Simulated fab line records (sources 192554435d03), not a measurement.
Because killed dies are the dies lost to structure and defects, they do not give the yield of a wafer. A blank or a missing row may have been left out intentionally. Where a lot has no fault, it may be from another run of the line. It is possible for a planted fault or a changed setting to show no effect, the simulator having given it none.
fab line records | flow n5Finfet
record: lots: 12 wafers: 29 lastDay: 16
route steps=1938 shown BEOL_M1@818 TV_LITHO@1886 PASSIVATION@1909
lots with no fault: from the same line, run without faults
startH: hours from the record's opening day to when the first of the lot's shown wafers began | waitH: hours from the lot's prior step to this one | " as in the row above | L1.1+2: a single row standing in for several wafers | - no value present, or no start provided | * or withheld: withheld | < > ~ a bound
route shown NAME@n: names a module that has steps shown in the file, with the first one's number in the route | usual: average and standard deviation across the fault-free wafers | same: alike in all rows | chamber/n: place in a boat | sites: per-site readings | _std_site: the standard deviation of these | _edge_site: the outer-site mean with the inner-site mean subtracted | radiusMm: how far each site lies from the wafer's centre | mask NAME#n: copy n | behind: tool/chamber where the wafer was last shaped | hold: cause of the lot's hold/its duration in hours/its outcome | device: which transistor (n, p or np) failed to switch | end of line: tests of these same wafers at the route's end | for a step that has no rows: nothing shown but its recipe | killed: dies lost to structure and defects at the first sort, not the wafer's yield | map: dies across one wafer; x = killed, . = not, _ = none there
set.NAME: the setting the step ran with; set.NAME@STEP: the setting that earlier step ran with | model.NAME: the simulator's own value behind a step, which no gauge read
the route's steps for a sample of lots (tables are steps, rows are wafers)
services: when a tool's chamber went out of use (startH, in hours from the record's first day, below 0 if earlier), for how many hours, and the reason
== steps ==
step: N5_BEOL_M1_SPUTTER_81
recipe: material: Cu targetThkA: 45 tempC: -20 chamberPressurePa: 0.07 powerW: withheld timeS: 8.29
usual: throttleValvePct: 29.6/0.97
columns lot.wafer tool chamber startH waitH throttleValvePct
L280.4 pvdSputter-03 - 133.27 0.1 29.1
L280.5 " - " " 28.9
L280.6 " - " " 30.4
L283.2 pvdSputter-03 - 149.49 0.1 28.7
L283.3 " - " " 28.8
L282.3 pvdSputter-03 - 154.08 0.1 29.0
L282.6 " - " " 30.5
L284.1 pvdSputter-01 - 157.16 0.1 29.3
L284.2 " - " " 28.4
L287.1 pvdSputter-01 - 170.20 0.1 29.3
L287.3 " - " " 28.2
L288.4 pvdSputter-03 - 174.45 0.1 30.6
L288.5 " - " " 30.7
L290.2 pvdSputter-03 - 194.85 0.1 30.4
L290.5 " - " " 28.7
L293.1 pvdSputter-02 - 212.58 0.1 30.4
L293.5 " - " " 29.9
L295.1 pvdSputter-03 - 222.93 0.1 28.6
L295.3 " - " " 30.1
L295.5 " - " " 30.5
L296.2 pvdSputter-03 - 235.03 0.1 28.8
L296.5 " - " " 30.7
L296.6 " - " " 30.2
L298.2 pvdSputter-02 - 240.40 0.1 30.7
L298.3 " - " " 30.0
L298.4 " - " " 28.2
L301.4 pvdSputter-01 - 257.90 0.1 28.4
L301.5 " - " " 29.5
L301.6 " - " " 28.4
step: N5_PASSIVATION_DESCUM_12
recipe: chemistry: O2 timeS: 7.9 sourcePowerW: 50 biasPowerW: 20 pressureMtorr: 20 rfFrequencyHz: 2.712e+07 tempC: 40 o2FlowSccm: 225
usual: drypumpMotorCurrentA: 5.6/0.49 oesProductAu: 0.81/0.094 rfFwdPowerW: 49.67/0.2 rfVppV: 243.1/1.7 showerheadPlenumPTorr: 2.09/0.097 throttleValvePct: 20.46/0.21
columns lot.wafer tool chamber startH waitH drypumpMotorCurrentA oesProductAu rfFwdPowerW rfHoursCounterH rfVppV showerheadPlenumPTorr throttleValvePct
L280.4 rieDiel-06 3 266.03 0.1 4.7 0.81 49.46 - 243.8 2.10 20.49
L280.5 " 0 " " 6.2 0.70 49.77 - 241.3 1.96 20.82
L280.6 " 1 " " 5.4 0.77 49.63 - 244.4 2.17 20.23
L283.2 rieDiel-02 1 278.07 0.0 5.4 0.95 49.70 4 242.7 2.06 20.51
L283.3 " 0 " " 5.7 0.72 49.14 171 241.2 1.93 20.79
L282.3 rieDiel-06 0 280.17 0.2 6.2 0.68 49.86 - 242.1 1.96 20.85
L282.6 " 0 " " 6.2 0.69 49.81 - 241.1 1.96 20.83
L284.1 rieDiel-02 0 290.79 0.0 5.7 0.71 49.22 176 239.7 1.93 20.81
L284.2 " 3 " " 6.0 0.90 49.50 32 243.0 2.12 20.10
L288.4 rieDiel-03 2 305.75 0.4 5.3 0.81 49.65 93 242.5 2.04 20.63
L288.5 " 0 " " 5.9 0.66 49.93 - 244.9 2.17 20.46
L287.1 rieDiel-02 0 309.63 0.0 5.7 0.71 49.43 185 239.8 1.92 20.82
L287.3 " 2 " " 5.6 0.79 49.73 121 243.3 2.01 20.50
L290.2 rieDiel-02 0 317.39 0.0 5.7 0.70 49.60 188 242.0 1.92 20.82
L290.5 " 0 " " 5.7 0.71 49.36 - 239.7 1.92 20.79
L293.1 rieDiel-06 3 349.21 0.1 4.7 0.79 49.36 142 244.0 2.09 20.50
L293.5 " 0 " " 6.2 0.94 49.86 - 244.3 2.22 20.48
L295.1 rieDiel-02 3 355.98 0.2 6.0 0.87 49.51 50 245.4 2.12 20.13
L295.3 " 2 " " 5.7 0.79 49.82 134 241.1 2.01 20.51
L295.5 " 2 " " 5.6 0.79 49.71 - 242.1 2.01 20.51
L296.2 rieDiel-02 1 359.04 0.3 5.4 0.89 49.68 29 241.8 2.06 20.56
L296.5 " 0 " " 5.7 0.70 49.44 - 240.7 1.92 20.83
L296.6 " 1 " " 5.5 0.89 49.53 - 242.7 2.06 20.55
L298.2 rieDiel-06 0 368.72 0.3 6.2 0.91 49.66 21 245.3 2.21 20.48
L298.3 " 2 " " 4.7 0.90 49.50 30 240.7 2.05 20.37
L298.4 " 1 " " 5.4 0.74 49.95 158 245.0 2.16 20.27
L301.4 rieDiel-03 0 386.90 0.1 5.9 0.65 49.80 249 243.2 2.16 20.49
L301.5 " 3 " " 6.5 0.90 49.89 - 244.7 2.23 20.25
L301.6 " 2 " " 5.3 0.78 49.71 - 242.0 2.03 20.67
step: N5_PASSIVATION_AL_ETCH_33
recipe: chemistry: Cl2/BCl3 targetDepthA: 28000 overEtchFrac: 0.15 Cl2_flow_sccm: 180 bcl3FlowSccm: 60 target: Al stopOn: TaN timeS: 466.7 ionEnergyEv: 100 pressureMtorr: 10 icpW: 900 biasW: 100
usual: drypumpMotorCurrentA: 5.88/0.25 oesProductAu: 0.70/0.054 rfFwdPowerW: 898.1/2.8 throttleValvePct: 34.42/0.22
columns lot.wafer tool chamber startH waitH drypumpMotorCurrentA oesProductAu rfFwdPowerW rfHoursCounterH throttleValvePct
L280.4 rieMetal-02 0 267.93 0.5 6.08 0.67 894.2 - 33.94
L280.5 " 0 " " 6.07 0.66 897.6 - 33.96
L280.6 " 0 " " 6.03 0.65 896.8 - 33.99
L283.2 rieMetal-02 1 280.03 0.1 5.64 0.84 901.6 1 34.62
L283.3 " 0 " " 6.06 0.65 896.5 - 33.99
L282.3 rieMetal-02 0 283.25 0.2 6.02 0.64 898.2 - 34.02
L282.6 " 0 " " 6.06 0.65 895.2 - 34.01
L284.1 rieMetal-03 0 292.75 0.1 5.78 0.70 897.0 33 34.60
L284.2 " 1 " " 5.57 0.71 897.4 39 34.52
L288.4 rieMetal-01 1 307.46 0.2 6.03 0.66 903.5 - 34.26
L288.5 " 1 " " 6.03 0.67 899.1 - 34.23
L287.1 rieMetal-01 0 311.44 0.1 6.31 0.75 899.1 26 34.45
L287.3 " 0 " " 6.33 0.74 896.3 - 34.50
L290.2 rieMetal-03 0 319.07 0.1 5.81 0.70 900.8 36 34.60
L290.5 " 0 " " 5.80 0.70 902.7 - 34.60
L293.1 rieMetal-01 1 351.35 0.1 6.03 0.66 900.2 62 34.25
L293.5 " 0 " " 6.32 0.72 902.9 - 34.55
L295.1 rieMetal-03 0 357.83 0.1 5.80 0.69 898.0 39 34.60
L295.3 " 0 " " 5.79 0.69 897.2 - 34.61
L295.5 " 0 " " 5.78 0.69 899.3 - 34.59
L296.2 rieMetal-03 1 360.99 0.1 5.59 0.69 899.3 46 34.51
L296.5 " 0 " " 5.78 0.70 901.8 - 34.58
L296.6 " 1 " " 5.58 0.69 901.7 - 34.52
L298.2 rieMetal-03 0 370.16 0.1 5.79 0.68 901.6 41 34.61
L298.3 " 1 " " 5.56 0.67 895.9 - 34.54
L298.4 " 0 " " 5.78 0.68 900.8 - 34.61
L301.4 rieMetal-01 0 388.93 0.2 6.33 0.73 898.9 - 34.47
L301.5 " 0 " " 6.33 0.72 898.3 - 34.52
L301.6 " 1 " " 5.98 0.66 900.1 - 34.24
step: N5_PASSIVATION_STRIP_48
recipe: chemistry: O2 powerW: 600 tempC: 60 pressureMtorr: 30 rfFrequencyHz: 6e+07 biasPowerW: 0 overashFraction: 0.5 o2FlowSccm: 225
usual: drypumpMotorCurrentA: 5.7/0.5 oesProductAu: 0.80/0.067 rfVppV: 3.4/2.1 showerheadPlenumPTorr: 2.06/0.039 throttleValvePct: 16.73/0.2
columns lot.wafer tool chamber startH waitH drypumpMotorCurrentA oesProductAu rfHoursCounterH rfVppV showerheadPlenumPTorr throttleValvePct
L280.4 rieDiel-05 2 270.29 0.1 6.7 0.69 218 3.9 2.05 17.14
L280.5 " 1 " " 5.8 0.82 - 2.3 2.06 16.90
L280.6 " 2 " " 6.6 0.67 - 2.8 2.05 17.09
L283.2 rieDiel-05 2 282.57 0.1 6.7 0.67 223 7.0 2.05 17.17
L283.3 " 1 " " 5.8 0.82 88 4.0 2.06 16.78
L282.3 rieDiel-04 2 285.32 0.1 5.4 0.86 49 6.7 2.06 16.54
L282.6 " 1 " " 5.4 0.85 - 5.6 2.13 16.91
L284.1 rieDiel-04 2 294.96 0.1 5.4 0.86 52 4.7 2.06 16.55
L284.2 " 0 " " 5.9 0.75 169 0.5 1.99 16.59
L288.4 rieDiel-05 2 309.66 0.1 6.7 0.72 229 4.6 2.05 17.17
L288.5 " 3 " " 5.0 0.88 - 4.5 2.03 16.55
L287.1 rieDiel-04 2 314.02 0.1 5.3 0.85 60 7.8 2.06 16.50
L287.3 " 1 " " 5.4 0.79 104 6.7 2.13 16.83
L290.2 rieDiel-01 3 321.95 0.3 6.0 0.75 150 0.4 2.08 16.79
L290.5 " 0 " " 6.3 0.71 - 4.2 2.10 16.86
L293.1 rieDiel-05 2 353.83 0.1 6.7 0.68 246 3.1 2.04 17.20
L293.5 " 3 " " 4.9 0.85 - 0.8 2.02 16.55
L295.1 rieDiel-01 3 360.71 0.1 6.0 0.74 164 2.5 2.07 16.80
L295.3 " 2 " " 5.3 0.72 199 3.4 2.15 16.82
L295.5 " 0 " " 6.3 0.70 - 5.6 2.09 16.90
L296.2 rieDiel-05 2 363.36 0.1 6.7 0.68 248 7.5 2.04 17.13
L296.5 " 1 " " 5.8 0.80 - 0.1 2.05 16.92
L296.6 " 2 " " 6.7 0.68 - 1.5 2.04 17.16
L298.2 rieDiel-04 3 372.40 0.1 6.0 0.83 90 2.1 2.03 16.49
L298.3 " 2 " " 5.4 0.81 80 1.5 2.05 16.65
L298.4 " 0 " " 6.0 0.74 192 0.5 1.98 16.77
L301.4 rieDiel-05 0 391.02 0.1 5.0 0.78 143 5.0 2.00 16.64
L301.5 " 0 " " 5.1 0.81 - 1.9 2.01 16.61
L301.6 " 1 " " 5.8 0.75 - 0.8 2.05 16.95
step: N5_PASSIVATION_PROBE_49
usual: defectLimitedYield: 91.2/1.4 killed_at_M0_to_M3: 32/9.3 killed_at_M4_up: 14/4.9 killedAtContacts: 15/7.5 killedAtFrontEnd: 40/11 killedAtOther: 4/3.3 killedDies: 104/17 killedOpen: 68/14 killedShort: 33/7.9 sort_bin_5_function: 5.2/0.99 sort_bin_6_memory: 3.2/0.65 sortNPass: 1076/17 sortYieldPct: 91.1/1.5
same: grossDies: 1180 killedAtBackSide: 0 sort_bin_4_leakage[%]: 0 sort_bin_8_speed[%]: 0
columns lot.wafer tool chamber startH waitH defectLimitedYield[%] killed_at_M0_to_M3 killed_at_M4_up killedAtContacts killedAtFrontEnd killedAtOther killedDies killedOpen killedShort sort_bin_5_function[%] sort_bin_6_memory[%] sortNPass sortYieldPct[%]
L287.1 prober-01 - 316.52 0.0 92.5 26 11 3 42 6 88 48 37 4.8 2.6 1092 92.5
L287.3 prober-01 - 316.62 0.1 92.8 32 9 17 23 4 85 47 36 3.4 3.1 1095 92.8
L295.1 prober-02 - 363.25 0.0 81.0 140 14 18 48 4 224 62 37 11.8 4.5 956 81.0
L295.3 prober-02 - 363.35 0.1 84.2 122 20 8 33 4 187 57 24 10.6 3.5 993 84.2
L295.5 prober-02 - 363.45 0.2 79.3 137 10 33 59 5 244 87 40 13.1 5.1 936 79.3
L296.2 prober-01 - 365.91 0.1 82.2 146 8 16 29 11 210 58 25 11.6 4.2 970 82.2
L296.5 prober-01 - 366.06 0.2 77.5 143 11 12 41 58 265 58 31 16.9 3.5 915 77.5
L296.6 prober-01 - 366.11 0.3 81.0 142 15 17 48 2 224 74 36 12.5 4.7 956 81.0
killed by level:class
L287.1 STI_FIN_REVEAL:geometricParticle:open=7 DUMMY_GATE:geometricParticle:open=7 BEOL_M0_SAQP:geometricParticle:open=7 FIN_SAQP:geometricParticle:short=6 GATE_CUT:geometricParticle:short=5 BEOL_M0_SAQP:geometricParticle:short=5 FIN_SAQP:geometricParticle:open=4 BEOL_M0:geometricParticle:short=4
L287.3 MOL_CONTACT_COAG:geometricParticle:short=9 MOL_CONTACT_COAG:geometricParticle:open=8 BEOL_M0_SAQP:geometricParticle:short=8 BEOL_M0_SAQP:geometricParticle:open=8 FIN_SAQP:geometricParticle:short=4 STI_FIN_REVEAL:geometricParticle:open=4 GATE_CUT:geometricParticle:short=4 BEOL_M1:geometricParticle:short=4
L295.1 BEOL_M1:unspecified=112 MOL_CONTACT_COAG:geometricParticle:open=15 BEOL_M0_SAQP:geometricParticle:short=11 STI_FIN_REVEAL:geometricParticle:open=10 HKMG_FIN:areaEtch=9 FIN_SAQP:geometricParticle:short=7 BEOL_M0_SAQP:geometricParticle:open=7 FIN_SAQP:geometricParticle:open=4
L295.3 BEOL_M1:unspecified=104 BEOL_M4:geometricParticle:open=13 FIN_SAQP:geometricParticle:open=7 MOL_CONTACT_COAG:geometricParticle:open=7 BEOL_M0_SAQP:geometricParticle:open=7 STI_FIN_REVEAL:geometricParticle:open=6 FIN_SAQP:geometricParticle:short=3 BEOL_M4:geometricParticle:short=3
L295.5 BEOL_M1:unspecified=109 MOL_CONTACT_COAG:geometricParticle:open=27 FIN_SAQP:geometricParticle:open=11 FIN_SAQP:geometricParticle:short=10 BEOL_M3:geometricParticle:open=9 STI_FIN_REVEAL:geometricParticle:open=8 BEOL_M4:geometricParticle:open=7 MOL_CONTACT_COAG:geometricParticle:short=6
L296.2 BEOL_M1:unspecified=118 MOL_CONTACT_COAG:geometricParticle:open=11 PASSIVATION:areaEtch=9 BEOL_M3:geometricParticle:open=7 STI_FIN_REVEAL:geometricParticle:open=6 MOL_CONTACT_COAG:geometricParticle:short=5 BEOL_M0_SAQP:geometricParticle:open=5 BEOL_M1:geometricParticle:open=4
L296.5 BEOL_M1:unspecified=119 PASSIVATION:areaEtch=56 STI_FIN_REVEAL:geometricParticle:open=13 MOL_CONTACT_COAG:geometricParticle:open=9 BEOL_M0_SAQP:geometricParticle:open=9 BEOL_M0_SAQP:geometricParticle:short=8 BEOL_M4:geometricParticle:open=7 DUMMY_GATE:geometricParticle:open=5
L296.6 BEOL_M1:unspecified=113 STI_FIN_REVEAL:geometricParticle:open=14 MOL_CONTACT_COAG:geometricParticle:open=13 BEOL_M3:geometricParticle:open=11 GATE_CUT:geometricParticle:short=6 BEOL_M0_SAQP:geometricParticle:short=6 FIN_SAQP:geometricParticle:open=5 DUMMY_GATE:geometricParticle:open=5
== services ==
columns tool chamber startH hours kind
rieDiel-03 0 115.96 8.9 repair
rieMetal-03 - 125.06 2.8 pm
rieDiel-04 - 148.85 0.1 repair
rieDiel-06 0 163.38 9.6 repair
rieDiel-04 2 172.28 4.3 repair
rieDiel-05 0 185.05 3.2 repair
rieDiel-04 - 190.71 1.6 repair
rieDiel-05 1 230.89 5.4 repair
rieDiel-04 2 242.38 12.5 repair
rieDiel-03 0 274.83 3.8 repair
rieDiel-06 3 276.39 6.5 repair
rieDiel-02 3 277.39 11.6 repair
rieMetal-02 0 288.25 18.7 repair
rieDiel-06 3 289.56 18.8 repair
rieDiel-02 3 297.64 18.1 repair
rieDiel-05 2 298.44 8.7 repair
rieDiel-02 1 303.65 4.8 repair
rieDiel-06 1 313.27 20.2 repair
rieDiel-02 0 320.60 12.9 repair
rieDiel-05 3 327.61 10.9 repair
rieMetal-03 - 350.90 0.3 repair
rieDiel-05 - 357.67 2.8 pm
rieMetal-01 - 360.14 0.3 repair
rieDiel-02 2 380.92 7.2 repair
== key ==
firstSign: step: N5_PASSIVATION_PROBE_49 reading: killed_at_M0_to_M3 direction: up sigmas: 11 usual: 32 struck: 138
effect: step: N5_PASSIVATION_PROBE_49 reading: defectLimitedYield direction: down sigmas: 7.2 usual: 91.2 struck: 80.9
moreKillsBornAt: N5_BEOL_M1_SPUTTER_81@pvdSputter-03: 675
metAt N5_BEOL_M1_SPUTTER_81
struckLots L295,L296
baselineLoss: step: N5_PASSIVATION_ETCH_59 wafers: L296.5
notActingAt N5_PASSIVATION_DESCUM_12,N5_PASSIVATION_AL_ETCH_33,N5_PASSIVATION_STRIP_48
onsetBetween 194.85 222.93
fault: kind: chamberParticleSource tool: pvdSputter-03 chamber: - onsetH: 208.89 steps: N5_BEOL_M1_SPUTTER_81 ratePerVisitCm2: 0.65477 endH: 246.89
baselineLoss: these wafers lose ten dies or more at that step, a loss of the line's own and not of a fault; the sort's usual values leave them out
